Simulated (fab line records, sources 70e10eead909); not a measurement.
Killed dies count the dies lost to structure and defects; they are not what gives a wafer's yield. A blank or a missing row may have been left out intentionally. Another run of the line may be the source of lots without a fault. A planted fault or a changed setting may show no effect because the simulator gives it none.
A struck lot beside a sound one + flow nand harc + 15 out of 1302 route steps
Sound: wafers L471.1, L471.3, L471.4. Struck: wafers L476.1, L476.3, L476.4. At the end, the cause is stated.
For every step that has rows: the tool of each side, followed by ch and its chambers, followed by its first start. Under that, the readings that differ: sound wafers + struck wafers + difference of the means + sigmas: that difference in standard deviations of wafers without a fault.
alike: readings whose means differ by less than 2 such deviations, and words and numbers that are the same on both sides. not compared: withheld readings, readings that some wafer has no value for, bounds like >300 that may hide the same value, and numbers for which the record gives no deviation and whose values overlap.
Wherever a step has rows on one side only, a row that says differs or no value, or a row with sigmas, the two part there. Numbers that have no deviation but don't overlap get no sigmas and don't part them. A reading missing from all wafers of one side parts the sides only when that side holds two or more wafers.

first, 2 steps without rows for these wafers: NHARC_A_CHANNEL_HOLE_D1_STRIP_42 (strips in CF4/CHF3); NHARC_A_CHANNEL_HOLE_D1_STRIP_43 (strips in O2/COS).
NHARC_A_CHANNEL_HOLE_D1_ETCH_44: etches the open film in CF4/O2, target depth 140 nm, overetch 14 nm, time 77 s.
  sound on rie diel-08 ch 1,2,3, day 8 19:51; struck on rie diel-08 ch 1,2, day 11 01:14
| reading             | sound             | struck            | difference | sigmas |
|---------------------|-------------------|-------------------|------------|--------|
| o2 flow sccm (sccm) | 20.08 20.04 20.07 | 19.99 19.90 19.93 | -0.12      | -2     |
  alike: drypump motor current A, oes product au, rf vpp V, showerhead plenum p Torr, throttle valve pct
  not compared: rf hours counter h
NHARC_A_CHANNEL_HOLE_D1_STRIP_27: strips in O2.
  sound: rie diel-08 ch 0,2,3; struck: rie diel-08 ch 1,2
  alike: drypump motor current A, o2 flow sccm, oes product au, rf vpp V, showerhead plenum p Torr, throttle valve pct
  not compared: rf hours counter h
then, 2 steps without rows for these wafers: NHARC_A_CHANNEL_HOLE_D1_PRECLEAN_28 (cleans in SC1); NHARC_A_CHANNEL_HOLE_D1_SRD_29.
NHARC_A_CHANNEL_HOLE_D1_CD_MEAS_30:
  sound on cd sem-01, day 8 20:39; struck on cd sem-01, day 11 02:09
  alike: cd nm
NHARC_A_CHANNEL_HOLE_D1_XSEM_31:
  sound on xsem-02 ch 0, day 8 20:44; struck on xsem-02 ch 0, day 11 02:14
  alike: bot cd nm, bow nm, tilt deg
NHARC_A_CHANNEL_HOLE_D1_INSPECT_40:
  sound on defect inspect-01, day 8 20:50; struck on defect inspect-02, day 11 02:20
| reading          | sound     | struck   | difference | sigmas |
|------------------|-----------|----------|------------|--------|
| raw defect count | 81 99 103 | 23 40 51 | -56        | -2     |
then, 2 steps without rows for these wafers: NHARC_A_CHANNEL_FILL_D1_PRECLEAN_00 (cleans in SC1); NHARC_A_CHANNEL_FILL_D1_SRD_01.
NHARC_A_CHANNEL_FILL_D1_ALD_02: deposits SiO2, target thk 6 nm, pulse time 10 s, ald cycles 60.
  sound on ald hk-04 ch 0,1,2, day 8 21:02; struck on ald hk-04 ch 0,2,3, day 11 02:32
  alike: ald cycles, heater power w, precursor pulse height rel
NHARC_A_CHANNEL_FILL_D1_ALD_03: deposits SiNx, target thk 6 nm, pulse time 60 s, ald cycles 58.
  sound on ald sin batch-02 ch 0, day 9 00:53; struck on ald sin batch-01 ch 0, day 11 05:59
| reading    | sound    | struck      | difference | sigmas |
|------------|----------|-------------|------------|--------|
| ald cycles | 58 58 58 | 102 102 102 | +44        |        |
  alike: precursor pulse height rel
NHARC_A_CHANNEL_FILL_D1_ALD_14: deposits SiO2, target thk 2.5 nm, pulse time 10 s, ald cycles 25.
  sound on ald hk-02 ch 1,2,3, day 9 04:30; struck on ald hk-04 ch 0,1,3, day 11 09:32
  alike: ald cycles, heater power w, precursor pulse height rel
NHARC_END_SORT_01:
  the record has rows for the sound wafers here (prober-01 ch 0, day 24 21:29) and none for the struck ones

WHERE THEY PART
Last at NHARC_END_SORT_01 as far as this record goes, first at NHARC_A_CHANNEL_HOLE_D1_ETCH_44.

WHY: the cause the simulator had injected
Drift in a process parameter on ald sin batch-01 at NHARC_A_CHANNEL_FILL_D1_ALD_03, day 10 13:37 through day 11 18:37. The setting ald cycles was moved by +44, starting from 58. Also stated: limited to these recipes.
